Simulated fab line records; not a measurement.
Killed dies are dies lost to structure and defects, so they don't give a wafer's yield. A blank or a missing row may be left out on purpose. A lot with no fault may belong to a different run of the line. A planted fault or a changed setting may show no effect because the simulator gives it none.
Which tool did it?	flow n5-finfet	13 lots with 38 wafers sampled at 4 steps, on a route of 1938 steps

== WHAT EACH GAUGE READ, for each wafer ==
N5_BEOL_M11_CD_MEAS_11 targets a cd of 64.1 nm.
lot	measured	on	cd-nm (nm)
L243	day 10 06:38	cd-sem-03	63.6 64.2
L244	day 10 15:50	cd-sem-03	64.1 64.7 65.2
L248	day 11 06:08	cd-sem-01	63.6 64.3 64.2
L249	day 12 01:22	cd-sem-01	64.0 63.9 64.4
L251	day 12 12:58	cd-sem-02	64.1 65.0 63.8
L253	day 12 22:50	cd-sem-02	64.7 64.6 64.9
L252	day 12 23:32	cd-sem-03	63.6 64.5 64.1
L255	day 13 02:34	cd-sem-01	63.5 64.3 63.6
L254	day 13 12:49	cd-sem-01	64.1 63.7 64.3
L259	day 14 10:41	cd-sem-02	63.5 64.0 63.7
L262	day 15 09:24	cd-sem-03	64.0 63.9 64.4
L263	day 15 13:14	cd-sem-01	64.1 64.0 64.1
L266	day 16 19:20	cd-sem-02	63.5 63.6 64.3

== EACH LOT AND THE TOOL THAT RAN IT (in order: tool; ch and the chambers of the sampled wafers; start) ==
lot	N5_BEOL_M10_SURFACE_TREAT_76	N5_BEOL_M11_HM_DEP_02	N5_BEOL_M11_COAT_59
L243	pvd-sputter-03, day 10 03:18	pvd-sputter-03, day 10 06:08	litho-track-02 ch 0, day 10 06:16
L244	pvd-sputter-03, day 10 11:29	pvd-sputter-02, day 10 15:28	litho-track-04 ch 0, day 10 15:36
L248	pvd-sputter-03, day 11 01:44	pvd-sputter-02, day 11 05:38	litho-track-04 ch 0, day 11 05:46
L249	pvd-sputter-02, day 11 21:06	pvd-sputter-01, day 12 00:52	litho-track-01 ch 0, day 12 01:00
L251	pvd-sputter-02, day 12 07:03	pvd-sputter-03, day 12 12:28	litho-track-01 ch 0, day 12 12:36
L253	pvd-sputter-01, day 12 19:54	pvd-sputter-01, day 12 22:20	litho-track-04 ch 0, day 12 22:28
L252	pvd-sputter-01, day 12 20:19	pvd-sputter-01, day 12 23:10	litho-track-01 ch 0, day 12 23:17
L255	pvd-sputter-01, day 12 23:24	pvd-sputter-01, day 13 02:05	litho-track-01 ch 0, day 13 02:12
L254	pvd-sputter-03, day 13 05:26	pvd-sputter-02, day 13 12:26	litho-track-02 ch 0, day 13 12:34
L259	pvd-sputter-01, day 14 05:46	pvd-sputter-03, day 14 10:19	litho-track-02 ch 0, day 14 10:27
L262	pvd-sputter-02, day 15 06:14	pvd-sputter-02, day 15 08:54	litho-track-04 ch 0, day 15 09:02
L263	pvd-sputter-02, day 15 09:00	pvd-sputter-01, day 15 12:45	litho-track-04 ch 0, day 15 12:53
L266	pvd-sputter-03, day 16 13:43	pvd-sputter-02, day 16 18:50	litho-track-02 ch 0, day 16 18:57
- N5_BEOL_M10_SURFACE_TREAT_76
- N5_BEOL_M11_HM_DEP_02: deposits TiN, target thk 20 nm.
- N5_BEOL_M11_COAT_59: time 60 s, resist thk 100 nm.

== WHAT THE TOOLS THEMSELVES READ (means of the sampled wafers that have a number; where no wafer has one, the mark that the record gives instead) ==
N5_BEOL_M11_HM_DEP_02.
lot	tool	throttle-valve-pct (%)
L243	pvd-sputter-03	30.5
L244	pvd-sputter-02	28.8
L248	pvd-sputter-02	30.0
L249	pvd-sputter-01	30.4
L251	pvd-sputter-03	30.8
L253	pvd-sputter-01	31.3
L252	pvd-sputter-01	29.5
L255	pvd-sputter-01	29.1
L254	pvd-sputter-02	30.1
L259	pvd-sputter-03	30.1
L262	pvd-sputter-02	29.5
L263	pvd-sputter-01	30.7
L266	pvd-sputter-02	31.2

N5_BEOL_M11_COAT_59.
lot	tool	resist-line-temp-C (C)	spin-speed-rpm (rpm)
L243	litho-track-02	23.11	1499.6
L244	litho-track-04	22.99	1498.5
L248	litho-track-04	22.86	1500.5
L249	litho-track-01	23.09	1500.4
L251	litho-track-01	22.93	1499.9
L253	litho-track-04	23.02	1501.3
L252	litho-track-01	22.77	1501.2
L255	litho-track-01	22.87	1499.6
L254	litho-track-02	23.03	1500.0
L259	litho-track-02	22.84	1500.0
L262	litho-track-04	23.06	1380.3
L263	litho-track-04	23.02	1380.4
L266	litho-track-02	22.94	1500.1

== THE ANSWER, worked out from the rows above alone ==
Rule: the lots themselves supply what counts as usual. The widest of any qualifying gaps counts: lots, ordered by their means at a reading, are off when they make up no more than a third of the lots, leave a main group of 4 or more, and stand apart from it by 3 or more times the standard deviation of that group's means. Not used: any main group whose means are identical at the precision the tables above print for the reading. A lot without any number at a reading at which 4 lots or more have one is off too. Where the step has rows for the other lots, those lots are counted as sound. The gauges are gone through in route order, then the tools' own readings, and for those a lot's mean is taken as printed above. The first step at which some lot is off is used, and at that step the reading that is off furthest; a lot without a number counts as furthest.
Off: L262, L263 (N5_BEOL_M11_COAT_59, spin-speed-rpm). Main group: mean 1500.1 rpm, sd 0.74.
If a tool, at that step or one of the process steps before it, ran each lot that is off and ran no sound lot following the first of them, it fits. Can't be told from this: 2 tools fit, pvd-sputter-02 at N5_BEOL_M10_SURFACE_TREAT_76, litho-track-04 at N5_BEOL_M11_COAT_59.

== WHAT HAD BEEN PUT IN BY THE SIMULATOR ==
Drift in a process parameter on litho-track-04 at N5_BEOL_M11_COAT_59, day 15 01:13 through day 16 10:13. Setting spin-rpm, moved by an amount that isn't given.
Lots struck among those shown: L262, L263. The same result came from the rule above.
